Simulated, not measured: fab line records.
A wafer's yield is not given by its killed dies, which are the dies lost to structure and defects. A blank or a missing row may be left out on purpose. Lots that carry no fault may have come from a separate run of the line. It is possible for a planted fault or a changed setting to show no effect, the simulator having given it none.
Matching of chambers || flow nand-harc || NHARC_A_CONTACT_DEP_29 on pecvd-03 has 3 sister chambers
The step deposits SiON, target thk 100 nm. 6 wafers are shown with their chamber, then 12 later ones without.

## EACH WAFER AND ITS CHAMBER
{"wafer": "L084.6", "chamber": 1, "heater-power-w (W)": 887}
{"wafer": "L086.1", "chamber": 2, "heater-power-w (W)": 821}
{"wafer": "L086.6", "chamber": 0, "heater-power-w (W)": 775}
{"wafer": "L087.1", "chamber": 0, "heater-power-w (W)": 730}
{"wafer": "L087.2", "chamber": 2, "heater-power-w (W)": 741}
{"wafer": "L087.3", "chamber": 1, "heater-power-w (W)": 908}

## WAFERS WITHOUT THEIR CHAMBER
{"wafer": "L089.2", "heater-power-w (W)": 761}
{"wafer": "L089.4", "heater-power-w (W)": 888}
{"wafer": "L089.5", "heater-power-w (W)": 757}
{"wafer": "L093.2", "heater-power-w (W)": 805}
{"wafer": "L093.5", "heater-power-w (W)": 779}
{"wafer": "L093.6", "heater-power-w (W)": 676}
{"wafer": "L093.1", "heater-power-w (W)": 749}
{"wafer": "L093.3", "heater-power-w (W)": 835}
{"wafer": "L093.4", "heater-power-w (W)": 833}
{"wafer": "L094.2", "heater-power-w (W)": 807}
{"wafer": "L094.4", "heater-power-w (W)": 818}
{"wafer": "L094.6", "heater-power-w (W)": 772}

## WHICH CHAMBER EACH ONE RAN IN
{"wafer": "L089.2", "from the rows above": "can't be placed: 0 or 2", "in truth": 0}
{"wafer": "L089.4", "from the rows above": 1, "in truth": 1}
{"wafer": "L089.5", "from the rows above": "can't be placed: 0 or 2", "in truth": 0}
{"wafer": "L093.2", "from the rows above": "can't be placed: 2 or 0 or 1", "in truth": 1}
{"wafer": "L093.5", "from the rows above": "can't be placed: 2 or 0", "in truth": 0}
{"wafer": "L093.6", "from the rows above": "can't be placed: 0 or 2", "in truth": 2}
{"wafer": "L093.1", "from the rows above": "can't be placed: 0 or 2", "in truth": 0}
{"wafer": "L093.3", "from the rows above": "can't be placed: 2 or 1 or 0", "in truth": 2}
{"wafer": "L093.4", "from the rows above": "can't be placed: 2 or 1 or 0", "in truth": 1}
{"wafer": "L094.2", "from the rows above": "can't be placed: 2 or 0 or 1", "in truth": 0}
{"wafer": "L094.4", "from the rows above": "can't be placed: 2 or 0 or 1", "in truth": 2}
{"wafer": "L094.6", "from the rows above": "can't be placed: 2 or 0", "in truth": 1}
1 of 12 placed correctly. From these rows, 11 cannot be placed; in 10 the true chamber is one of the candidates. Placed wrongly: 0.
How it was worked out, from the rows above alone: a wafer's distance from a chamber is the root of the sum, over the readings, of the square of ((its reading less the chamber's mean) divided by the reading's scatter). The wafer belongs to the nearest chamber; if the next one is less than 2 further off, it can't be placed. For every chamber, the mean is computed from those of its wafers that are shown. The scatter: the root of (the sum of the squares of (reading less its chamber's mean) over the shown wafers, divided by (wafers less chambers)).
